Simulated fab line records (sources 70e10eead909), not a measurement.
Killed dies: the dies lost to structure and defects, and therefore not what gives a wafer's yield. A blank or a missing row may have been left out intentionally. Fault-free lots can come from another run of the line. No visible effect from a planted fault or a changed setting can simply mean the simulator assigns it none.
Matching of chambers -- flow nandHarc -- NHARC_A_STAIRCASE_ETCHBACK_157 on rieDiel-02: 4 sister chambers
The step etches the open film in CH3F/O2, target depth 90 nm, time 167.14 s. 4 wafers are shown with their chamber, then 7 later ones without.

== WAFERS WITH THEIR CHAMBER ==
wafer,chamber,showerheadPlenumPTorr (Torr)
L076.1,2,2.48
L083.6,3,2.29
L087.1,1,2.64
L087.2,0,2.35

== WAFERS WITHOUT THEIR CHAMBER ==
wafer,showerheadPlenumPTorr (Torr)
L087.5,2.35
L088.3,2.35
L088.4,2.29
L088.6,2.46
L095.2,2.34
L095.3,2.46
L095.4,2.63

== EACH ONE'S CHAMBER ==
wafer,from the rows above,in truth
L087.5,0,0
L088.3,0,0
L088.4,3,3
L088.6,2,2
L095.2,0,0
L095.3,2,2
L095.4,1,1
7 of 7 placed correctly. Left unplaced by these rows: 0. Wrongly placed: 0.
How it was worked out, from the rows above alone: a wafer's distance from a chamber is the root of the sum, over the readings, of the square of ((its reading less the chamber's mean) divided by the reading's scatter). If the next closest chamber is less than 2 further off than the closest, the wafer can't be placed; otherwise it belongs to the closest. Each chamber's mean is taken over the wafers shown for it. The scatter: with one shown wafer a chamber, the root of the mean of the squares of how far each hidden wafer lies from its nearest shown one.
